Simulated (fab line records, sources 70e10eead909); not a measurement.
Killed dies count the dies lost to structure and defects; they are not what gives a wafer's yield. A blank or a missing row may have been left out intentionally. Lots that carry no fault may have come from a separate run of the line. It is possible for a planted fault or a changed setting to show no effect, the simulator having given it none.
fab line records ; flow nand-harc
record: lots: 13; wafers: 38; last-day: 24
route steps=1159 shown A_CHANNEL_HOLE_D1@474 A_CHANNEL_FILL_D1@494
lots untouched by any fault: they come from a run of this same line in which no faults occurred
start-h: the number of hours between the record's first day and the start of the first shown wafer of the lot ; wait-h: time in hours since the lot's previous step ; " the same as in the row above ; L1.1+2: several wafers, shown together as one row ; - either no value or no given start ; * or withheld: withheld ; < > ~ a bound
route shown NAME@n: a module of which the file shows steps, and the number in the route of the first ; usual: mean/standard deviation of fault-free wafers ; same: alike in all rows ; chamber/n: place in a boat ; sites: each site's reading ; _std_site: how widely they spread, as a standard deviation ; _edge_site: inner sites' mean taken away from outer sites' mean ; radius-mm: how far each site lies from the wafer's centre ; mask NAME#n: copy n ; behind: the most recent tool/chamber to have shaped the wafer ; hold: why the lot went on hold/how many hours it stayed there/how the hold came to an end ; device: which transistor (n, p or np) failed to switch ; end of line: tests of these same wafers at the route's end ; a step given without rows: its recipe and nothing more ; killed: dies that structure and defects cost at the first sort, which is not the same as the wafer's yield ; map: a wafer's dies, marking killed ones x, the rest . and places with no die _
set.NAME: the setting that was run; set.NAME@STEP: the one run at that earlier step ; model.NAME: the simulator's own value behind a step, which no gauge read
a sample of lots followed through the steps of the route, with each step as a table and each wafer as a row
services: from which hour (start-h, from the record's first day; less than 0 if before it) a tool's chamber was out of use, for how many hours, and why
== steps ==
step: NHARC_A_CHANNEL_HOLE_D1_ETCH_22
recipe: bias-v: 3000; source-w: withheld; pressure-mtorr: 20; time-s: 666.7; ar-flow-sccm: 375; c4f8-flow-sccm: 89.3; o2-flow-sccm: 35.7; temp-c: -20; target-depth-a: 16000; chemistry: C4F8/O2/Ar
usual: drypump-motor-current-A: 5.9/0.62; showerhead-plenum-p-Torr: 3.64/0.11; throttle-valve-pct: 32.155/0.0092
same: time-s: 666.7
lot.wafer;tool;chamber;start-h;wait-h;drypump-motor-current-A;rf-hours-counter-h;showerhead-plenum-p-Torr;throttle-valve-pct
L614.1;har-etch-01;0;176.54;0.4;6.0;188;3.59;32.156
L614.4;har-etch-01;0;176.54;0.4;6.0;-;3.59;32.143
L614.6;har-etch-01;0;176.54;0.4;6.1;-;3.59;32.147
L615.4;har-etch-01;0;191.72;0.4;6.1;-;3.59;32.148
L615.6;har-etch-01;1;191.72;0.4;5.1;-;3.64;32.148
L615.5;har-etch-01;0;191.72;0.4;6.1;-;3.59;32.161
L616.1;har-etch-02;1;195.01;0.4;5.5;108;3.82;32.150
L616.3;har-etch-02;1;195.01;0.4;5.6;-;3.82;32.150
L616.6;har-etch-02;0;195.01;0.4;6.7;-;3.55;32.172
L619.2;har-etch-02;0;206.39;0.4;6.7;113;3.55;32.161
L619.4;har-etch-02;1;206.39;0.4;5.6;-;3.82;32.154
L619.6;har-etch-02;0;206.39;0.4;6.7;-;3.55;32.152
L622.2;har-etch-01;1;225.89;0.4;5.1;208;3.63;32.166
L622.4;har-etch-01;0;225.89;0.4;6.1;-;3.58;32.141
L622.6;har-etch-01;1;225.89;0.4;5.0;-;3.63;32.136
L624.2;har-etch-02;1;239.86;0.4;5.5;128;3.81;32.147
L624.5;har-etch-02;0;239.86;0.4;6.7;-;3.54;32.156
L628.1;har-etch-02;1;257.28;0.4;5.6;140;3.81;32.150
L628.4;har-etch-02;1;257.28;0.4;5.5;-;3.80;32.136
L628.5;har-etch-02;0;257.28;0.4;6.7;-;3.53;32.148
L629.2;har-etch-02;0;269.30;0.4;6.7;145;3.53;32.149
L629.4;har-etch-02;0;269.30;0.4;6.7;-;3.53;32.154
L629.5;har-etch-02;1;269.30;0.4;5.6;-;3.80;32.168
L631.1;har-etch-01;1;278.71;0.4;5.1;231;3.61;32.158
L631.3;har-etch-01;0;278.71;0.4;6.1;-;3.57;32.156
L631.6;har-etch-01;1;278.71;0.4;5.1;-;3.61;32.151
L632.1;har-etch-02;0;281.90;0.4;6.7;151;3.53;32.160
L632.4;har-etch-02;1;281.90;0.4;5.5;-;3.80;32.144
L632.6;har-etch-02;1;281.90;0.4;5.5;-;3.80;32.136
L633.2;har-etch-02;1;290.14;0.4;5.6;155;3.80;32.164
L633.3;har-etch-02;1;290.14;0.4;5.6;-;3.80;32.163
L633.6;har-etch-02;1;290.14;0.4;5.6;-;3.80;32.156
L634.3;har-etch-01;1;295.20;0.4;5.1;-;3.61;32.161
L634.6;har-etch-01;0;295.20;0.4;6.1;-;3.57;32.159
L634.5;har-etch-01;1;295.20;0.4;5.1;-;3.61;32.154
L637.1;har-etch-01;1;304.08;0.4;5.0;242;3.61;32.160
L637.4;har-etch-01;1;304.08;0.4;5.0;-;3.61;32.164
L637.6;har-etch-01;1;304.08;0.4;5.0;-;3.61;32.144
step: NHARC_A_CHANNEL_HOLE_D1_ETCH_26
recipe: bias-v: 300; source-w: 2000; pressure-mtorr: 30; time-s: 224.1; ar-flow-sccm: 375; c4f8-flow-sccm: 11.4; o2-flow-sccm: 113.6; temp-c: -20; target-depth-a: 3000; chemistry: C4F8/O2/Ar
usual: drypump-motor-current-A: 5.9/0.62; showerhead-plenum-p-Torr: 3.68/0.11; throttle-valve-pct: 24.585/0.0095
same: time-s: 224.1
lot.wafer;tool;chamber;start-h;wait-h;drypump-motor-current-A;rf-hours-counter-h;showerhead-plenum-p-Torr;throttle-valve-pct
L614.1;har-etch-01;0;179.46;0.7;6.1;190;3.63;24.584
L614.4;har-etch-01;0;179.46;0.7;6.1;-;3.63;24.587
L614.6;har-etch-01;0;179.46;0.7;6.0;-;3.63;24.591
L615.4;har-etch-01;0;194.45;0.4;6.1;-;3.63;24.574
L615.6;har-etch-01;1;194.45;0.4;5.1;-;3.68;24.579
L615.5;har-etch-01;0;194.45;0.4;6.1;-;3.63;24.583
L616.1;har-etch-02;1;197.92;0.7;5.5;110;3.87;24.574
L616.3;har-etch-02;1;197.92;0.7;5.5;-;3.88;24.579
L616.6;har-etch-02;0;197.92;0.7;6.7;-;3.59;24.598
L619.2;har-etch-02;0;209.25;0.6;6.7;116;3.59;24.579
L619.4;har-etch-02;1;209.25;0.6;5.5;-;3.87;24.574
L619.6;har-etch-02;0;209.25;0.6;6.7;-;3.58;24.592
L622.2;har-etch-01;1;228.78;0.7;5.0;210;3.67;24.576
L622.4;har-etch-01;0;228.78;0.7;6.1;-;3.62;24.603
L622.6;har-etch-01;1;228.78;0.7;5.0;-;3.67;24.574
L624.2;har-etch-02;1;242.72;0.6;5.5;131;3.86;24.587
L624.5;har-etch-02;0;242.72;0.6;6.7;-;3.58;24.600
L628.1;har-etch-02;1;260.20;0.7;5.6;143;3.86;24.582
L628.4;har-etch-02;1;260.20;0.7;5.5;-;3.86;24.583
L628.5;har-etch-02;0;260.20;0.7;6.7;-;3.57;24.581
L629.2;har-etch-02;0;272.20;0.7;6.7;148;3.57;24.591
L629.4;har-etch-02;0;272.20;0.7;6.7;-;3.57;24.587
L629.5;har-etch-02;1;272.20;0.7;5.5;-;3.85;24.599
L631.1;har-etch-01;1;281.55;0.6;5.1;234;3.65;24.593
L631.3;har-etch-01;0;281.55;0.6;6.1;-;3.61;24.591
L631.6;har-etch-01;1;281.55;0.6;5.1;-;3.65;24.586
L632.1;har-etch-02;0;284.75;0.6;6.7;154;3.56;24.597
L632.4;har-etch-02;1;284.75;0.6;5.5;-;3.85;24.583
L632.6;har-etch-02;1;284.75;0.6;5.5;-;3.85;24.591
L633.2;har-etch-02;1;293.06;0.7;5.6;158;3.85;24.566
L633.3;har-etch-02;1;293.06;0.7;5.6;-;3.85;24.576
L633.6;har-etch-02;1;293.06;0.7;5.5;-;3.85;24.596
L634.3;har-etch-01;1;297.92;0.4;5.1;-;3.65;24.580
L634.6;har-etch-01;0;297.92;0.4;6.1;-;3.61;24.574
L634.5;har-etch-01;1;297.92;0.4;5.1;-;3.65;24.584
L637.1;har-etch-01;1;306.94;0.6;5.1;244;3.65;24.579
L637.4;har-etch-01;1;306.94;0.6;5.0;-;3.65;24.608
L637.6;har-etch-01;1;306.94;0.6;5.1;-;3.65;24.590
step: NHARC_A_CHANNEL_FILL_D1_ALD_14
recipe: target-thk-a: 25; pulse-time-s: 10; ald-cycles: 25; temp-c: 300; material: SiO2
usual: ald-cycles: 25/0; heater-power-w: 475/37; precursor-pulse-height-rel: 1.001/0.02
lot.wafer;tool;chamber;start-h;wait-h;ald-cycles;heater-power-w;precursor-pulse-height-rel
L614.1;ald-hk-01;1;188.73;0.2;25;530;1.009
L614.4;ald-hk-01;2;188.73;0.2;25;458;1.030
L614.6;ald-hk-01;0;188.73;0.2;25;427;0.981
L615.4;ald-hk-01;1;203.04;0.2;25;531;0.993
L615.6;ald-hk-01;2;203.04;0.2;25;470;1.024
L615.5;ald-hk-01;3;203.04;0.2;25;438;0.940
L616.3;ald-hk-01;0;210.12;3.1;25;432;0.999
L616.1;ald-hk-01;1;210.12;3.1;25;549;0.995
L616.6;ald-hk-01;3;210.12;3.1;25;427;0.993
L619.4;ald-hk-01;1;218.42;0.1;27;523;0.988
L619.2;ald-hk-01;2;218.42;0.1;27;461;0.994
L619.6;ald-hk-01;0;218.42;0.1;25;439;0.986
L622.4;ald-hk-01;1;238.29;0.3;27;582;0.988
L622.2;ald-hk-01;3;238.29;0.3;27;449;1.011
L622.6;ald-hk-01;1;238.29;0.3;25;576;1.007
L624.2;ald-hk-01;3;251.93;0.1;27;452;1.033
L624.5;ald-hk-01;2;251.93;0.1;25;477;1.018
L628.1;ald-hk-04;1;271.07;1.8;25;490;1.010
L628.4;ald-hk-04;3;271.07;1.8;25;455;1.002
L628.5;ald-hk-04;2;271.07;1.8;25;487;0.986
L629.2;ald-hk-04;0;281.12;0.3;25;429;0.973
L629.4;ald-hk-04;1;281.12;0.3;25;497;0.988
L629.5;ald-hk-04;3;281.12;0.3;25;460;1.015
L632.1;ald-hk-03;3;292.03;0.7;25;501;0.995
L632.4;ald-hk-03;1;292.03;0.7;25;463;0.982
L632.6;ald-hk-03;3;292.03;0.7;25;507;0.988
L631.3;ald-hk-03;1;292.22;0.9;25;474;0.976
L631.1;ald-hk-03;0;292.22;0.9;25;500;0.981
L631.6;ald-hk-03;2;292.22;0.9;25;463;0.984
L633.3;ald-hk-04;1;302.26;0.0;25;496;0.965
L633.2;ald-hk-04;3;302.26;0.0;25;466;0.978
L633.6;ald-hk-04;2;302.26;0.0;25;496;0.982
L634.3;ald-hk-01;1;307.67;0.3;25;592;1.005
L634.6;ald-hk-01;2;307.67;0.3;25;482;0.981
L634.5;ald-hk-01;3;307.67;0.3;25;453;0.953
L637.1;ald-hk-03;0;314.77;0.1;25;490;1.003
L637.4;ald-hk-03;1;314.77;0.1;25;468;1.013
L637.6;ald-hk-03;3;314.77;0.1;25;511;0.986
step: NHARC_A_CHANNEL_FILL_D1_ALD_16
recipe: target-thk-a: 15; pulse-time-s: 10; ald-cycles: 15; temp-c: 300; material: SiO2
usual: ald-cycles: 15/0; heater-power-w: 476/35; precursor-pulse-height-rel: 1.003/0.021
lot.wafer;tool;chamber;start-h;wait-h;ald-cycles;heater-power-w;precursor-pulse-height-rel
L614.1;ald-hk-03;2;195.02;1.1;15;461;0.980
L614.4;ald-hk-03;0;195.02;1.1;15;491;0.977
L614.6;ald-hk-03;2;195.02;1.1;15;454;0.995
L615.4;ald-hk-03;1;210.14;2.1;15;469;1.054
L615.5;ald-hk-03;0;210.14;2.1;15;485;0.997
L615.6;ald-hk-03;1;210.14;2.1;15;469;1.013
L616.3;ald-hk-03;0;215.23;0.1;15;490;0.993
L616.1;ald-hk-03;2;215.23;0.1;15;457;1.006
L616.6;ald-hk-03;3;215.23;0.1;15;503;1.020
L619.4;ald-hk-01;0;223.59;0.1;15;432;0.997
L619.2;ald-hk-01;2;223.59;0.1;15;462;0.993
L619.6;ald-hk-01;0;223.59;0.1;15;440;0.998
L622.4;ald-hk-03;1;243.23;0.0;15;471;0.988
L622.2;ald-hk-03;3;243.23;0.0;15;508;1.020
L622.6;ald-hk-03;1;243.23;0.0;15;478;0.997
L624.2;ald-hk-01;3;257.06;0.1;15;449;1.016
L624.5;ald-hk-01;2;257.06;0.1;15;474;0.976
L628.4;ald-hk-04;0;276.34;0.1;15;414;1.002
L628.1;ald-hk-04;1;276.34;0.1;15;497;1.021
L628.5;ald-hk-04;2;276.34;0.1;15;491;1.035
L629.4;ald-hk-03;2;286.17;0.2;15;464;1.038
L629.2;ald-hk-03;0;286.17;0.2;15;503;1.017
L629.5;ald-hk-03;2;286.17;0.2;15;461;1.001
L632.1;ald-hk-04;2;297.26;0.1;15;481;1.001
L632.4;ald-hk-04;0;297.26;0.1;15;408;1.010
L632.6;ald-hk-04;1;297.26;0.1;15;498;1.040
L631.1;ald-hk-04;2;297.63;0.5;15;486;0.998
L631.3;ald-hk-04;3;297.63;0.5;15;472;1.020
L631.6;ald-hk-04;1;297.63;0.5;15;492;1.008
L633.3;ald-hk-01;3;308.00;0.3;15;462;1.007
L633.2;ald-hk-01;0;308.00;0.3;15;452;1.026
L633.6;ald-hk-01;2;308.00;0.3;15;475;0.999
L634.3;ald-hk-03;1;313.32;0.5;15;481;0.970
L634.5;ald-hk-03;1;313.32;0.5;15;482;1.021
L634.6;ald-hk-03;2;313.32;0.5;15;463;0.999
L637.4;ald-hk-03;1;319.89;0.0;15;473;1.028
L637.1;ald-hk-03;3;319.89;0.0;15;512;1.009
L637.6;ald-hk-03;1;319.89;0.0;15;479;0.995
== services ==
tool;chamber;start-h;hours;kind
ald-hk-03;0;155.42;-;clean
ald-hk-03;1;155.42;-;clean
ald-hk-03;2;155.42;-;clean
ald-hk-03;3;155.42;-;clean
ald-hk-04;-;186.50;10.0;pm
ald-hk-04;0;186.50;10.0;vent-cycle
ald-hk-04;1;186.50;10.0;vent-cycle
ald-hk-04;2;186.50;10.0;vent-cycle
ald-hk-04;3;186.50;10.0;vent-cycle
ald-hk-03;-;202.82;0.7;repair
ald-hk-03;-;207.81;2.2;repair
ald-hk-01;-;228.21;10.0;pm
ald-hk-01;0;228.21;10.0;vent-cycle
ald-hk-01;1;228.21;10.0;vent-cycle
ald-hk-01;2;228.21;10.0;vent-cycle
ald-hk-01;3;228.21;10.0;vent-cycle
ald-hk-01;0;238.21;-;clean
ald-hk-01;1;238.21;-;clean
ald-hk-01;2;238.21;-;clean
ald-hk-01;3;238.21;-;clean
ald-hk-01;-;247.75;0.8;repair
har-etch-01;-;307.29;17.0;pm
har-etch-01;0;307.29;17.0;vent-cycle
har-etch-01;1;307.29;17.0;vent-cycle
== key ==
first-sign: step: NHARC_A_CHANNEL_FILL_D1_ALD_14; reading: ald-cycles; direction: up; sigmas: 99+; usual: 25; struck: 27
effect none on later readings
met-at NHARC_A_CHANNEL_FILL_D1_ALD_14
struck-lots L619,L622,L624
struck-wafers L619.2,L619.4,L622.2,L622.4,L624.2
tester-left-out L619,L622,L624
not-acting-at NHARC_A_CHANNEL_HOLE_D1_ETCH_22,NHARC_A_CHANNEL_HOLE_D1_ETCH_26,NHARC_A_CHANNEL_FILL_D1_ALD_16
onset-between 210.12 218.42
fault: kind: process-parameter-drift; tool: ald-hk-01; chamber: -; onset-h: 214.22; steps: NHARC_A_CHANNEL_FILL_D1_ALD_14; channel: ald-cycles; offset: 2; shape: step; end-h: 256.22; scope: struck-wafers-only; acts-in: these-recipes-only; stated: 25
tester-left-out: of these lots the tester's yield and bins aren't shown, on N5 and GAA mostly nor the transistor test; their killed dies are dies lost to structure and defects alone, not to doping, threshold or leakage, so they don't give the yield
